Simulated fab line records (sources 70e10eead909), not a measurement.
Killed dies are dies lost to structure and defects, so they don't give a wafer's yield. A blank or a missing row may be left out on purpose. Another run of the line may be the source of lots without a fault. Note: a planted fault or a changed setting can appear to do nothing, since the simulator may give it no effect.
Commonality check across tools | flow nand-harc | Lots sampled 14, wafers sampled 42

== WHY THIS WAS OPENED ==
On 2 of the 14 lots, a flag is raised at NHARC_A_CONTACT_INSPECT_71 on the reading raw-defect-count. Wafers without a fault read 26, standard deviation 11.
Rule: a lot is flagged in two cases, either no wafer of it has a number, or all its wafers with numbers fall more than 4 standard deviations from that mean. The rest of the lots are taken to be sound.

lot  | measured     | on                | raw-defect-count, wafer by wafer | flag
L844 | day 16 23:04 | defect-inspect-02 | 17 9 18                          |
L847 | day 17 02:20 | defect-inspect-01 | 27 20 27                         |
L848 | day 17 02:45 | defect-inspect-01 | 20 23 16                         |
L849 | day 17 21:35 | defect-inspect-01 | 8 17 13                          |
L846 | day 17 21:50 | defect-inspect-02 | 24 13 25                         |
L854 | day 18 08:01 | defect-inspect-01 | 34 26 18                         |
L851 | day 18 08:13 | defect-inspect-01 | 28 20 25                         |
L853 | day 18 23:13 | defect-inspect-02 | 29 25 27                         |
L860 | day 20 15:53 | defect-inspect-02 | 1078 1138 1081                   | FLAGGED
L862 | day 20 20:23 | defect-inspect-02 | 1085 1102 1130                   | FLAGGED
L864 | day 21 17:35 | defect-inspect-02 | 33 34 38                         |
L865 | day 21 21:13 | defect-inspect-02 | 11 11 13                         |
L866 | day 22 02:18 | defect-inspect-02 | 15 16 18                         |
L863 | day 22 04:04 | defect-inspect-02 | 54 66 41                         |
On average the flagged lots' numbers are 1102, which is +1076 against the usual, or +98 standard deviations.

== LOT BY LOT: THE TOOL USED ==
2 process steps preceding the reading are held in the record, out of 1159 steps in the route. In each cell: the tool, then ch and the chambers that the sampled wafers went through, then the start.
lot  | flag    | NHARC_A_CONTACT_ETCH_123             | NHARC_A_CONTACT_DEP_57
L844 |         | har-cap-etch-02 ch 0,1, day 16 17:58 | acl-dep-02 ch 0, day 16 20:29
L847 |         | har-cap-etch-03 ch 0,1, day 16 21:13 | acl-dep-01 ch 0, day 16 23:44
L848 |         | har-cap-etch-01 ch 0,1, day 16 21:57 | acl-dep-02 ch 0, day 17 00:24
L849 |         | har-cap-etch-01 ch 0,1, day 17 16:58 | acl-dep-03 ch 0, day 17 18:49
L846 |         | har-cap-etch-02 ch 0,1, day 17 17:32 | acl-dep-02 ch 0, day 17 19:34
L854 |         | har-cap-etch-02 ch 0,1, day 18 03:40 | acl-dep-01 ch 0, day 18 06:16
L851 |         | har-cap-etch-03 ch 0,1, day 18 03:41 | acl-dep-02 ch 0, day 18 05:44
L853 |         | har-cap-etch-01 ch 0,1, day 18 18:52 | acl-dep-03 ch 0, day 18 20:41
L860 | FLAGGED | har-cap-etch-02 ch 0,1, day 20 10:01 | acl-dep-02 ch 0, day 20 13:25
L862 | FLAGGED | har-cap-etch-02 ch 0,1, day 20 15:24 | acl-dep-02 ch 0, day 20 17:48
L864 |         | har-cap-etch-03 ch 0,1, day 21 12:37 | acl-dep-01 ch 0, day 21 15:13
L865 |         | har-cap-etch-02 ch 0,1, day 21 16:50 | acl-dep-01 ch 0, day 21 19:13
L866 |         | har-cap-etch-03 ch 0,1, day 21 21:32 | acl-dep-01 ch 0, day 21 23:44
L863 |         | har-cap-etch-02 ch 0,1, day 21 22:02 | acl-dep-01 ch 0, day 22 01:26
What the steps here do:
- NHARC_A_CONTACT_ETCH_123: etches the open film in C4F8/O2/Ar, time 253 s, target depth 1090 nm.
- NHARC_A_CONTACT_DEP_57: deposits aC, target thk 2800 nm.
- NHARC_A_CONTACT_INSPECT_71

== FLAGGED AGAINST TOTAL, ONE TOOL AT A TIME (gauges that did the reading follow at the end) ==
step                       | tool              | lots run | flagged | share of the flagged lots | sound lots run after its first flagged lot
NHARC_A_CONTACT_ETCH_123   | har-cap-etch-01   | 3        | 0       | none                      | -
NHARC_A_CONTACT_ETCH_123   | har-cap-etch-02   | 7        | 2       | all                       | 2 (L865,L863)
NHARC_A_CONTACT_ETCH_123   | har-cap-etch-03   | 4        | 0       | none                      | -
NHARC_A_CONTACT_DEP_57     | acl-dep-01        | 6        | 0       | none                      | -
NHARC_A_CONTACT_DEP_57     | acl-dep-02        | 6        | 2       | all                       | 0
NHARC_A_CONTACT_DEP_57     | acl-dep-03        | 2        | 0       | none                      | -
NHARC_A_CONTACT_INSPECT_71 | defect-inspect-01 | 5        | 0       | none                      | -
NHARC_A_CONTACT_INSPECT_71 | defect-inspect-02 | 9        | 2       | all                       | 4 (L864,L865,L866,L863)

== WHAT IS ALLOWED BY THE TABLE ==
Rows of the table that ran every flagged lot, 3 in all: har-cap-etch-02 at NHARC_A_CONTACT_ETCH_123, acl-dep-02 at NHARC_A_CONTACT_DEP_57, defect-inspect-02 at NHARC_A_CONTACT_INSPECT_71.
- har-cap-etch-02 at NHARC_A_CONTACT_ETCH_123: 2 of its 7 lots flagged. Lots that were sound ran on it after the first flagged one (L865, L863); a persistent fault on the entire tool would not allow that.
- acl-dep-02 at NHARC_A_CONTACT_DEP_57: 2 of its 6 lots flagged. Last sound lot L851 at day 18 05:44, first flagged lot L860 at day 20 13:25; a fault beginning in between fits.
- defect-inspect-02 at NHARC_A_CONTACT_INSPECT_71: 2 of its 9 lots flagged. Lots that were sound ran on it after the first flagged one (L864, L865, L866, L863); a persistent fault on the entire tool would not allow that.
Left over: one tool, acl-dep-02 at NHARC_A_CONTACT_DEP_57.

== WHAT HAD BEEN PUT IN BY THE SIMULATOR ==
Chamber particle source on acl-dep-02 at NHARC_A_CONTACT_DEP_57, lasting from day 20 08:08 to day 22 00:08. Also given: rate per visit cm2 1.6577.
Shown lots that were struck: L860, L862. This agrees with what the rule above found.
